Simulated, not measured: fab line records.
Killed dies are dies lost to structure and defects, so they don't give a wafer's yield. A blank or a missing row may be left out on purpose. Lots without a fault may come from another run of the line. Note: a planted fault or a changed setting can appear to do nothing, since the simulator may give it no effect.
fab line records ; flow n5Finfet
record lots=4; wafers=12; lastDay=19
route steps=1938 shown SD_EPI_N@280 SD_EPI_P@295 PASSIVATION@1936
lots untouched by any fault: they come from a run of this same line in which no faults occurred
startH: hours from the record's opening day to when the first of the lot's shown wafers began ; waitH: how many hours have passed since the lot's step before this one ; " as in the row above ; L1.1+2: one row covering several wafers at once ; - no value present, or no start provided ; * or withheld: withheld ; < > ~ a bound
route shown NAME@n: NAME is a module with steps in the file, n the number in the route of the first one ; usual: mean/standard deviation taken from wafers without a fault ; same: alike in all rows ; chamber/n: place in a boat ; sites: each site's reading ; _std_site: the values' standard deviation ; _edge_site: mean of outer sites minus mean of inner sites ; radiusMm: how far each site lies from the wafer's centre ; mask NAME#n: copy n ; behind: tool/chamber where the wafer was last shaped ; hold: reason for holding the lot/hours on hold/outcome of the hold ; device: the n, p or np transistor that did not switch ; end of line: the tests these same wafers got at the end of their route ; a step without rows: its recipe alone ; killed: dies lost to structure and defects at the first sort, not the wafer's yield ; map: shows each die of a wafer: x if killed, . if not, _ if none is there
set.NAME: the setting as run; set.NAME@STEP: as run at that earlier step ; model.NAME: the simulator's own value behind a step, which no gauge read
a table for each step, a row for each wafer; lots at some steps of the route
## steps
# step N5_SD_EPI_N_STRIP_47
# recipe chemistry=CHF3/O2; resist=SiARC; rfFrequencyHz=6e+07
# step N5_SD_EPI_N_SD_RECESS_17
# recipe chemistry=HBr/Cl2/O2; targetDepthA=410; maskMaterial=SOC; timeS=23.7; btTimeS=3; pressureMtorr=10; icpW=800; biasW=112; HBr_flow_sccm=150; Cl2_flow_sccm=80; O2_flow_sccm=12
# step N5_SD_EPI_N_STRIP_38
# recipe chemistry=N2/H2; powerW=1000; tempC=250; h2Frac=0.65; overashFraction=0.3; pressureMtorr=withheld; n2FlowSccm=1750; h2FlowSccm=3250
# step N5_SD_EPI_N_WET_ETCH_43
# recipe chemistry=dHF; dilution=withheld; timeS=14; target=SiO2; targetDepthA=15; tempC=25
# step N5_SD_EPI_N_STRIP_18
# recipe chemistry=SPM; timeS=750; tempC=130; h2so4H2o2VolRatio=4
# step N5_SD_EPI_N_SRD_20
# recipe dry=ipaMarangoni; doPpb=5; timeS=30; tempC=23; rinseLiquid=diw
# step N5_SD_EPI_N_PRECLEAN_48
# recipe chemistry=NF3:NH3; afsCycles=2; tempC=30; timeS=20; sublimationTempC=180; sublimationTimeS=60; pressureTorr=3; rfPowerW=30
# step N5_SD_EPI_N_VAPOR_ETCH_50
# recipe chemistry=HCl; target=Si; tempC=775; timeS=54; pressureTorr=20; mode=isotropic
# step N5_SD_EPI_N_EPI_21
# recipe material=Si:P; dopant=P; tempC=680; pressureTorr=255; timeS=690
# step N5_SD_EPI_N_PRECLEAN_24
# recipe chemistry=O3/DIW; timeS=60; tempC=22; o3Ppm=10
# step N5_SD_EPI_N_SRD_25
# recipe timeS=30; tempC=23; rinseLiquid=diw; dry=ipaMarangoni
# step N5_SD_EPI_N_PRECLEAN_49
# recipe chemistry=NF3:NH3; afsCycles=1; tempC=30; timeS=20; sublimationTempC=180; sublimationTimeS=60; pressureTorr=3; rfPowerW=30
lot.wafer;tool;chamber;startH;waitH
L169.3+4+5;remotePlasma-02;1;112.30;0.1
L179.2+3+6;remotePlasma-01;0;170.32;0.1
L180.1+3+4;remotePlasma-02;0;175.38;0.0
L182.1+2+3;remotePlasma-02;1;187.02;0.0
# step N5_SD_EPI_N_LINER_46
# recipe material=SiNx; targetThkA=30; tempC=400; aldPrecursorFamily=SiH2I2; aldCoReactant=N2/H2-plasma; pressureTorr=2
# step N5_SD_EPI_N_INSPECT_26
# recipe inspectInstrument=darkfield; mode=postEpi
# usual rawDefectCount=205/40
lot.wafer;tool;chamber;startH;waitH;rawDefectCount
L169.3;defectInspect-02;-;112.70;0.1;223
L169.4;defectInspect-02;-;112.70;0.1;191
L169.5;defectInspect-02;-;112.70;0.1;150
L179.2;defectInspect-02;-;170.74;0.1;196
L179.3;defectInspect-02;-;170.74;0.1;206
L179.6;defectInspect-02;-;170.74;0.1;179
L180.1;defectInspect-02;-;175.85;0.1;556
L180.3;defectInspect-02;-;175.85;0.1;504
L180.4;defectInspect-02;-;175.85;0.1;503
L182.1;defectInspect-01;-;188.96;0.1;512
L182.2;defectInspect-01;-;188.96;0.1;465
L182.3;defectInspect-01;-;188.96;0.1;460
# step N5_SD_EPI_P_COAT_34
# recipe resist=SOC; tempC=250; timeS=60; spinRpm=1500; resistThkNm=350
# step N5_SD_EPI_P_COAT_35
# recipe resist=SiARC; tempC=220; timeS=60; spinRpm=1500; resistThkNm=35
# step N5_SD_EPI_P_COAT_03
# recipe resist=CAR-ArF-block; spinRpm=1500; resistThkNm=150
# step N5_SD_EPI_P_EBR_05
# recipe solvent=PGMEA; ebrWidthMm=1.5
# step N5_SD_EPI_P_SOFTBAKE_04
# recipe tempC=110; timeS=60; resist=CAR-ArF-block
# step N5_SD_EPI_P_EXPOSE_06
# recipe maskId=SD_P_BLK; na=1.35; sourceShape=conventional; sigmaOuter=0.8; polarization=unpolarized; targetCdNm=240; doseMj=39.5
# step N5_SD_EPI_P_PEB_07
# recipe pebTempC=110; pebTimeS=60; resist=CAR-ArF-block
# step N5_SD_EPI_P_DEVELOP_08
# recipe developTimeS=30; developer=TMAH; resist=CAR-ArF-block; devTempC=23; rinseLiquid=diw; dry=airSpin
# step N5_SD_EPI_P_INSPECT_11
# recipe mode=adi; inspectInstrument=macro
# usual rawDefectCount=2.1/1.4
lot.wafer;tool;chamber;startH;waitH;rawDefectCount
L169.3;defectInspect-02;-;113.02;0.0;2
L169.4;defectInspect-02;-;113.02;0.0;3
L169.5;defectInspect-02;-;113.02;0.0;2
L179.2;defectInspect-01;-;171.07;0.0;1
L179.3;defectInspect-01;-;171.07;0.0;4
L179.6;defectInspect-01;-;171.07;0.0;4
L180.1;defectInspect-01;-;176.18;0.0;298
L180.3;defectInspect-01;-;176.18;0.0;281
L180.4;defectInspect-01;-;176.18;0.0;>300
L182.1;defectInspect-02;-;189.42;0.0;300
L182.2;defectInspect-02;-;189.42;0.0;>300
L182.3;defectInspect-02;-;189.42;0.0;292
# step N5_SD_EPI_P_DESCUM_14
# recipe chemistry=O2; timeS=7.9; sourcePowerW=50; biasPowerW=20; pressureMtorr=20; rfFrequencyHz=2.712e+07; tempC=40; resist=CAR-ArF-block; o2FlowSccm=225
# step N5_SD_EPI_P_ETCH_36
# recipe chemistry=CF4; target=SiARC; targetDepthA=455; maskMaterial=CAR-ArF-block; timeS=75.8; ionEnergyEv=80; pressureMtorr=40; sourceW=545; biasW=36; Ar_flow_sccm=100; cf4FlowSccm=100; ends=cleared
# step N5_SD_EPI_P_ETCH_37
# recipe chemistry=N2/H2; target=SOC; overetchA=1080; maskMaterial=SiARC; tempC=40; ionEnergyEv=100; sourceW=3000; biasW=133; pressureMtorr=20; timeS=486; n2FlowSccm=200; h2FlowSccm=200; ends=endPoint
# step N5_SD_EPI_P_STRIP_38
# recipe chemistry=N2/H2; tempC=40; n2FlowSccm=200; h2FlowSccm=200; rfFrequencyHz=6e+07
# step N5_SD_EPI_P_ETCHBACK_46
# recipe chemistry=CH3F/O2; mode=anisotropicEtchback; target=SiNx; targetDepthA=175; stopOn=SiO2; overEtchFrac=0.3; ionEnergyEv=120; pressureMtorr=30; sourceW=395; biasW=73; Ar_flow_sccm=150; CH3F_flow_sccm=30; O2_flow_sccm=20
# step N5_SD_EPI_P_ETCH_47
# recipe chemistry=CH3F/O2; target=SiOCN; targetDepthA=250; maskMaterial=SOC; ionEnergyEv=60; biasW=29; pressureMtorr=30; sourceW=410; Ar_flow_sccm=150; CH3F_flow_sccm=30; O2_flow_sccm=20
# step N5_SD_EPI_P_ETCH_16
# recipe chemistry=CHF3/O2; target=SiO2; targetDepthA=50; maskMaterial=SOC; pressureMtorr=30; sourceW=650; biasW=170; Ar_flow_sccm=200; CHF3_flow_sccm=50; O2_flow_sccm=5; ionEnergyEv=200
# step N5_SD_EPI_P_STRIP_50
# recipe chemistry=CHF3/O2; resist=SiARC; rfFrequencyHz=6e+07
# step N5_SD_EPI_P_SD_RECESS_17
# recipe chemistry=HBr/Cl2/O2; targetDepthA=391; btTimeS=3; pressureMtorr=10; icpW=800; biasW=112; HBr_flow_sccm=150; Cl2_flow_sccm=80; O2_flow_sccm=12
# step N5_SD_EPI_P_WET_ETCH_45
# recipe chemistry=dHF; dilution=withheld; timeS=10.7; target=SiO2; targetDepthA=20; tempC=25; dry=ipaMarangoni; rinseTimeS=30; rinseTempC=23
# step N5_SD_EPI_P_STRIP_40
# recipe chemistry=N2/H2; powerW=1000; tempC=250; h2Frac=0.65; overashFraction=0.3; pressureMtorr=withheld; n2FlowSccm=1750; h2FlowSccm=3250
# step N5_SD_EPI_P_PRECLEAN_52
# recipe chemistry=O3/DIW; timeS=60; tempC=22; o3Ppm=10
# step N5_SD_EPI_P_SRD_20
# recipe dry=ipaMarangoni; doPpb=5; timeS=30; tempC=23; rinseLiquid=diw
# step N5_SD_EPI_P_PRECLEAN_51
# recipe chemistry=NF3:NH3; afsCycles=1; tempC=30; timeS=20; sublimationTempC=180; sublimationTimeS=60; pressureTorr=3; rfPowerW=30
# step N5_SD_EPI_P_VAPOR_ETCH_44
# recipe chemistry=NF3/Ar; target=SiGe30; tempC=25; timeS=3.3; mode=isotropic
# step N5_SD_EPI_P_EPI_21
# recipe material=SiGe:B; dopant=B; tempC=550; pressureTorr=20; ambient=H2; timeS=355
# step N5_SD_EPI_P_INSPECT_26
# recipe inspectInstrument=darkfield; mode=postEpi
# usual rawDefectCount=182/35
lot.wafer;tool;chamber;startH;waitH;rawDefectCount
L169.3;defectInspect-01;-;117.63;0.0;219
L169.4;defectInspect-01;-;117.63;0.0;174
L169.5;defectInspect-01;-;117.63;0.0;154
L179.2;defectInspect-02;-;176.84;0.0;166
L179.3;defectInspect-02;-;176.84;0.0;187
L179.6;defectInspect-02;-;176.84;0.0;180
L180.1;defectInspect-02;-;182.11;0.0;494
L180.3;defectInspect-02;-;182.11;0.0;446
L180.4;defectInspect-02;-;182.11;0.0;506
L182.1;defectInspect-02;-;194.01;0.0;506
L182.2;defectInspect-02;-;194.01;0.0;491
L182.3;defectInspect-02;-;194.01;0.0;483
# step N5_PASSIVATION_PROBE_49
# usual killed_at_M0_to_M3=33/11; killed_at_M4_up=13/5.2; killedAtContacts=11/5.7; killedAtFrontEnd=39/11; killedAtOther=4/3; killedDies=101/20; killedOpen=66/15; killedShort=33/8.4
# same grossDies=1180; killedAtBackSide=0
lot.wafer;tool;chamber;startH;waitH;killed_at_M0_to_M3;killed_at_M4_up;killedAtContacts;killedAtFrontEnd;killedAtOther;killedDies;killedOpen;killedShort
L180.1;prober-01;-;386.67;0.0;32;8;10;152;4;206;68;32
L180.3;prober-01;-;386.77;0.1;25;9;11;127;5;177;52;27
L180.4;prober-01;-;386.82;0.2;27;5;11;139;11;193;47;36
L182.1;prober-02;-;447.81;0.0;23;13;11;121;6;174;56;33
L182.2;prober-02;-;447.86;0.1;29;13;13;103;2;160;51;31
L182.3;prober-02;-;447.91;0.1;15;10;12;151;1;189;70;25
# killed by level:class
L180.1 SD_EPI_N:unspecified=105 BEOL_M3:geometricParticle:open=15 FIN_SAQP:geometricParticle:open=11 FIN_SAQP:geometricParticle:short=9 GATE_CUT:geometricParticle:short=8 GATE_CUT:geometricParticle:open=8 MOL_CONTACT_COAG:geometricParticle:open=8 BEOL_M2:geometricParticle:open=6
L180.3 SD_EPI_N:unspecified=97 MOL_CONTACT_COAG:geometricParticle:open=11 BEOL_M3:geometricParticle:open=11 GATE_CUT:geometricParticle:short=7 FIN_SAQP:geometricParticle:open=6 FIN_SAQP:geometricParticle:short=6 BEOL_M2:geometricParticle:open=4 BEOL_M4:geometricParticle:open=4
L180.4 SD_EPI_N:unspecified=107 BEOL_M3:geometricParticle:open=13 FIN_SAQP:geometricParticle:open=7 BEOL_M0_SAQP:geometricParticle:short=7 GATE_CUT:geometricParticle:short=6 MOL_CONTACT_COAG:geometricParticle:open=6 MOL_CONTACT_COAG:geometricParticle:short=5 STI_FIN_REVEAL:geometricParticle:open=4
L182.1 SD_EPI_N:unspecified=82 FIN_SAQP:geometricParticle:open=10 MOL_CONTACT_COAG:geometricParticle:open=10 FIN_SAQP:geometricParticle:short=9 STI_FIN_REVEAL:geometricParticle:open=7 BEOL_M3:geometricParticle:short=5 BEOL_M4:geometricParticle:open=5 BEOL_M2:geometricParticle:open=4
L182.2 SD_EPI_N:unspecified=76 MOL_CONTACT_COAG:geometricParticle:open=10 FIN_SAQP:geometricParticle:open=6 STI_FIN_REVEAL:geometricParticle:open=6 BEOL_M0:geometricParticle:short=6 BEOL_M3:geometricParticle:open=6 BEOL_M0:geometricParticle:open=5 BEOL_M1:geometricParticle:short=5
L182.3 SD_EPI_N:unspecified=82 FIN_SAQP:geometricParticle:open=21 MOL_CONTACT_COAG:geometricParticle:open=12 STI_FIN_REVEAL:geometricParticle:open=10 HKMG_FIN:areaEtch=10 FIN_SAQP:geometricParticle:short=7 DUMMY_GATE:geometricParticle:open=6 GATE_CUT:geometricParticle:short=4
# map L180.1 (x killed, . not)
_________________........xx..________________
______________.x..x....x........_____________
___________...................x....__________
__________.............x............_________
________..........x......x............_______
_______x...x...............x......x...x______
______....x...x.x...............xx..x..._____
_____..................xx.x.......x......____
____.x...............................x....___
___.....x......x...x.......................__
___x...x.....................x......x......__
__.....xxxxxxxx....................xx......._
__...x.xxxxx....x......x...................._
_x..xxxxxxxxx.x.x.x.x..................x.....
_xx.xxxxxxxxxxx.x......x...x.........x..x....
_x.xxxxxxxxxxxx.x...xx....x................x.
_xxxxxxxxxxxxx.x.........x...................
_..xxxxxxxxxxxx..x............x.......x...x..
_x..xxxxxxxx..x........x.....................
_.x..xxxxxxxx..........................x...x.
_.x..xxxx.x..x.......x.....x.......x..x.x....
__..x.....x.xx.............................._
__..........x...................x......x...._
___....xx...........xx.....x...............__
___.x........x..x...x...x.........xx..x..xx__
____............xx.xx.....................___
_____...................x............x...____
______...........x....x...x...........x._____
_______.x...........x..................______
________..........x.................x._______
__________.................x........_________
___________..........x........x....__________
______________.................._____________
_________________............________________
# map L182.3 (x killed, . not)
_________________............________________
______________.....x...x........_____________
___________....x..x.x..............__________
__________................x........._________
________x......x...........x.........._______
_______..x.............................______
______.....x..........x..........x......_____
_____..................x..x.........x....____
____x...........x.............x......x.xxx___
___.............x..................xx.xxx.x__
___...x.x.x....x....x................xxxxxx__
__..............x.....x..........x.x...xxxxx_
__..x....x.....x..........x.......xxxxxxxxxx_
_....x...............x.x...x.x.......xxxxxxxx
_..x.............................x.x.xxxxxxxx
_.....x............x...x.....xx....xxxxxxxxxx
_............x.......x...x.........xxxxxxxxxx
_.....x.............xx.x.........xxxx.xxxxxxx
_...............x........x.xx...x...xx.x.xxxx
_.....x......x.......x.........x..x.x...x..x.
_....x.......x.....x.x..................x...x
__x.....................x.x...........x...x._
__....xx.....................x.............._
___.......x......x.x..................x....__
___......................x...x.............__
____..................x......x............___
_____.............x............x.........____
______..............x.....x......x......_____
_______x........x.......x.......x......______
________..............x..............._______
__________...x......x..............x_________
___________....x...................__________
______________.........x........_____________
_________________........x...________________
## key
firstSign step=N5_SD_EPI_N_INSPECT_26; reading=rawDefectCount; direction=up; sigmas=7.3; usual=205; struck=500
effect step=N5_SD_EPI_P_INSPECT_11; reading=rawDefectCount; direction=up; sigmas=99+; usual=2.1; struck=>295.2
effect step=N5_SD_EPI_P_INSPECT_26; reading=rawDefectCount; direction=up; sigmas=8.7; usual=182; struck=488
effect step=N5_PASSIVATION_PROBE_49; reading=killedAtFrontEnd; direction=up; sigmas=8.4; usual=39; struck=132
moreKillsBornAt N5_SD_EPI_N_PRECLEAN_49@remotePlasma-02=549
metAt N5_SD_EPI_N_PRECLEAN_49
struckWafers L180.1,L180.3,L180.4,L182.1,L182.2,L182.3
testerLeftOut L180,L182
baselineLoss step=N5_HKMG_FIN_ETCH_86; wafers=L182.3
onsetBetween 112.30 175.38
alsoFits time
fault kind=chamberParticleSource; tool=remotePlasma-02; chamber=-; onsetH=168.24; steps=N5_SD_EPI_N_PRECLEAN_49; ratePerVisitCm2=0.44963; endH=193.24
# testerLeftOut: of these lots the tester's yield and bins aren't shown, on N5 and GAA mostly nor the transistor test; their killed dies are dies lost to structure and defects alone, not to doping, threshold or leakage, so they don't give the yield
# baselineLoss: these wafers lose ten dies or more at that step, a loss of the line's own and not of a fault; the sort's usual values leave them out
